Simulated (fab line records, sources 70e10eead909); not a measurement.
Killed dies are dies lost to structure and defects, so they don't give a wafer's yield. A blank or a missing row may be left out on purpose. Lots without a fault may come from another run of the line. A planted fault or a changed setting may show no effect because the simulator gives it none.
Which tool did it? | flow nand_harc | 13 lots, 39 wafers sampled, at 1 step of a route of 1302

WHAT THE GAUGES READ, wafer by wafer
NHARC_A_CONTACT_CD_MEAS_15. Usual: cd_nm 190.1 nm, standard deviation 0.51.
lot  | measured     | on        | cd_nm (nm)        | flag
L335 | day 23 07:02 | cd_sem-01 | 190.4 189.6 189.3 |
L334 | day 23 08:56 | cd_sem-02 | 190.5 189.5 190.0 |
L336 | day 23 13:29 | cd_sem-01 | 189.5 190.6 189.9 |
L337 | day 23 20:08 | cd_sem-01 | 190.2 190.1 189.6 |
L338 | day 24 12:54 | cd_sem-01 | 189.7 189.8 189.6 |
L339 | day 25 10:34 | cd_sem-03 | 190.5 189.8 190.3 |
L344 | day 27 05:05 | cd_sem-01 | 190.6 190.8 190.9 |
L343 | day 27 10:52 | cd_sem-02 | 190.1 190.0 190.3 |
L342 | day 27 14:20 | cd_sem-03 | 190.2 190.5 190.0 |
L351 | day 29 22:30 | cd_sem-02 | 189.5 190.6 190.8 |
L353 | day 30 16:14 | cd_sem-02 | 189.9 189.9 190.8 |
L355 | day 30 22:58 | cd_sem-03 | 189.8 190.8 191.0 |
L356 | day 32 19:29 | cd_sem-01 | 189.4 188.4 190.0 |

WHICH TOOL RAN EACH LOT (tool, then ch and the chambers of the sampled wafers, then the start)
The record holds no process step before these readings.

WHAT THE TOOLS THEMSELVES READ (means of the sampled wafers that have a number; where no wafer has one, the mark that the record gives instead)
The record holds no such reading with a usual standard deviation.

THE ANSWER, worked out from the rows above alone
Rule: a lot is off if the mean of its wafers that have a number lies more than 3 standard deviations from the usual mean. A lot without any number at a reading at which 4 lots or more have one is off too. The other lots that the step has rows for count as sound. The gauges are gone through in route order, then the tools' own readings, and for those a lot's mean is taken as printed above. The first step at which some lot is off is used, and at that step the reading that is off furthest; a lot without a number counts as furthest.
No lot is off at any reading shown: from this, nothing can be told.

WHAT THE SIMULATOR HAD PUT IN
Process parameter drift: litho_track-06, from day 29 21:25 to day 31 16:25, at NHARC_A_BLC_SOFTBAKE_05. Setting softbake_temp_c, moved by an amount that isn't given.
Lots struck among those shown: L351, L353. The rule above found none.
